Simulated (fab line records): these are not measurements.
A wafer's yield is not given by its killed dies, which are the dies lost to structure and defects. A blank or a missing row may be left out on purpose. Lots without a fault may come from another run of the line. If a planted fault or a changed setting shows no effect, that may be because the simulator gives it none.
Matching of chambers | flow nand_harc | 4 sister chambers for NHARC_A_DECK1_JOINT_CMP_13 on cmp-01
The step polishes, target thk 51.023 nm. 4 wafers are shown with their chamber, then 11 later ones without.

## WAFERS PAIRED WITH THEIR CHAMBERS
wafer  | chamber | time_to_endpoint_s (s)
L089.1 | 1       | 12.2
L089.3 | 3       | 7.1
L089.4 | 0       | 5.9
L090.1 | 2       | 8.4

## WAFERS MISSING THEIR CHAMBER
wafer  | time_to_endpoint_s (s)
L090.3 | 13.4
L090.4 | 9.7
L091.3 | 12.6
L091.5 | 11.2
L091.6 | 8.8
L092.1 | 10.1
L092.2 | 8.9
L092.5 | 7.7
L097.1 | 11.0
L097.3 | 4.7
L097.6 | 11.1

## CHAMBER TAKEN BY EACH
wafer  | from the rows above          | in truth
L090.3 | 1                            | 1
L090.4 | can't be placed: 2 or 1 or 3 | 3
L091.3 | 1                            | 1
L091.5 | can't be placed: 1 or 2      | 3
L091.6 | can't be placed: 2 or 3      | 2
L092.1 | can't be placed: 2 or 1 or 3 | 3
L092.2 | can't be placed: 2 or 3      | 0
L092.5 | can't be placed: 3 or 2 or 0 | 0
L097.1 | can't be placed: 1 or 2      | 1
L097.3 | can't be placed: 0 or 3      | 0
L097.6 | can't be placed: 1 or 2      | 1
Placed correctly: 2 of 11. Cannot be placed on the basis of these rows: 9; the candidates contain the true chamber in 7. Placed wrongly: 0.
How it was worked out, from the rows above alone: a wafer's distance from a chamber is the root of the sum, over the readings, of the square of ((its reading less the chamber's mean) divided by the reading's scatter). If the next closest chamber is less than 2 further off than the closest, the wafer can't be placed; otherwise it belongs to the closest. A chamber's mean is the mean of its shown wafers. The scatter: root of mean squared gap, hidden wafer to nearest shown wafer, with one shown wafer a chamber.
